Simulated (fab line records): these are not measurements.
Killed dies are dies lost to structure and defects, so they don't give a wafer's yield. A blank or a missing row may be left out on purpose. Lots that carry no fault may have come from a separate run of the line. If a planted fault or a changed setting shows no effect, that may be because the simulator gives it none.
Matching of chambers    flow n5_finfet    N5_ZERO_LAYER_ETCH_17 on rie_diel-01 has 4 sister chambers
The step etches SiO2 in CF4, target depth 12 nm, time 13.3 s. 24 wafers are shown with their chamber, then 12 later ones without.

## WAFERS, EACH WITH ITS CHAMBER
wafer   chamber  drypump_motor_current_A (A)  showerhead_plenum_p_Torr (Torr)  rf_vpp_V (V)
L074.1  0        5.5                          2.11                             947
L074.2  1        5.4                          2.12                             946
L074.3  2        5.3                          2.10                             947
L074.4  3        6.0                          2.21                             951
L074.5  0        5.5                          2.11                             947
L074.6  3        6.0                          2.21                             951
L077.1  1        5.4                          2.12                             946
L077.2  0        5.5                          2.10                             947
L077.3  2        5.3                          2.10                             947
L077.4  0        5.5                          2.10                             948
L077.5  2        5.2                          2.10                             945
L077.6  1        5.4                          2.12                             947
L078.2  1        5.4                          2.12                             948
L078.3  0        5.5                          2.10                             948
L078.5  2        5.2                          2.10                             946
L084.3  3        6.0                          2.21                             953
L084.4  3        6.0                          2.21                             951
L084.6  0        5.5                          2.10                             947
L087.2  1        5.4                          2.12                             945
L087.5  1        5.4                          2.12                             946
L087.6  0        5.5                          2.10                             945
L090.3  3        6.0                          2.20                             951
L090.4  1        5.4                          2.12                             947
L090.6  3        6.0                          2.20                             951

SIGNATURES (averages over the wafers above)
reading                   chamber 0  chamber 1  chamber 2  chamber 3  scatter within a chamber
drypump_motor_current_A   5.500      5.400      5.250      6.000      0.0224
showerhead_plenum_p_Torr  2.1029     2.1200     2.1000     2.2067     0.00372
rf_vpp_V                  947.00     946.43     946.25     951.33     0.943
Rule: a wafer's distance from a chamber is the root of the sum, over the readings, of the square of ((its reading less the chamber's mean) divided by the reading's scatter). If the next closest chamber is less than 2 further off than the closest, the wafer can't be placed; otherwise it belongs to the closest. The scatter: the root of (the sum of the squares of (reading less its chamber's mean) over the shown wafers, divided by (wafers less chambers)).

## WAFERS MISSING THEIR CHAMBER
wafer   drypump_motor_current_A (A)  showerhead_plenum_p_Torr (Torr)  rf_vpp_V (V)
L091.2  5.5                          2.10                             946
L091.3  5.4                          2.12                             946
L091.5  6.0                          2.20                             951
L093.3  6.1                          2.20                             951
L093.5  6.0                          2.20                             951
L093.6  5.5                          2.10                             946
L095.2  5.4                          2.11                             945
L095.5  5.4                          2.11                             945
L095.6  5.3                          2.09                             947
L097.2  5.4                          2.11                             944
L097.3  5.5                          2.09                             947
L097.6  5.3                          2.09                             946

## CHAMBER TAKEN BY EACH
wafer   from the rows above  in truth
L091.2  0                    0
L091.3  1                    1
L091.5  3                    3
L093.3  3                    3
L093.5  3                    3
L093.6  0                    0
L095.2  1                    1
L095.5  1                    1
L095.6  2                    2
L097.2  1                    1
L097.3  0                    0
L097.6  2                    2
Placed correctly: 12 of 12. Not placeable from these rows: 0. Wrongly placed: 0.
